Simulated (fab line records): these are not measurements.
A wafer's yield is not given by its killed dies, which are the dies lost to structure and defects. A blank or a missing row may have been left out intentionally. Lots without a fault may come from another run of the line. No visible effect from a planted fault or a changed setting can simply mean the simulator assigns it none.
Chamber matching :: flow n5Finfet :: N5_MOL_CONTACT_COAG_VIA_ETCH_46 on rieDiel-06 has 4 sister chambers
The step etches SiO2 in C4F6/O2, target depth 46 nm, overetch 9.2 nm, time 40 s. 4 wafers are shown with their chamber, then 8 later ones without.

== EACH WAFER AND ITS CHAMBER ==
wafer: L085.5
chamber: 3
rfVppV (V): 1602

wafer: L086.4
chamber: 2
rfVppV (V): 1577

wafer: L093.4
chamber: 1
rfVppV (V): 1571

wafer: L095.3
chamber: 0
rfVppV (V): 1593

== WAFERS WITH NO CHAMBER GIVEN ==
wafer: L095.4
rfVppV (V): 1572

wafer: L095.6
rfVppV (V): 1593

wafer: L096.2
rfVppV (V): 1600

wafer: L096.4
rfVppV (V): 1575

wafer: L096.6
rfVppV (V): 1572

wafer: L097.1
rfVppV (V): 1576

wafer: L097.2
rfVppV (V): 1571

wafer: L097.6
rfVppV (V): 1599

== WHICH CHAMBER EACH ONE RAN IN ==
wafer: L095.4
from the rows above: 1
in truth: 1

wafer: L095.6
from the rows above: 0
in truth: 0

wafer: L096.2
from the rows above: 3
in truth: 3

wafer: L096.4
from the rows above: can't be placed: 2 or 1
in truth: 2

wafer: L096.6
from the rows above: 1
in truth: 1

wafer: L097.1
from the rows above: 2
in truth: 2

wafer: L097.2
from the rows above: 1
in truth: 1

wafer: L097.6
from the rows above: can't be placed: 3 or 0
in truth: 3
Correctly placed: 6 of 8. Cannot be placed on the basis of these rows: 2; the candidates contain the true chamber in 2. Wrongly placed: 0.
How it was worked out, from the rows above alone: a wafer's distance from a chamber is the root of the sum, over the readings, of the square of ((its reading less the chamber's mean) divided by the reading's scatter). The wafer belongs to the nearest chamber; if the next one is less than 2 further off, it can't be placed. For every chamber, the mean is computed from those of its wafers that are shown. The scatter: root of mean squared gap, hidden wafer to nearest shown wafer, with one shown wafer a chamber.
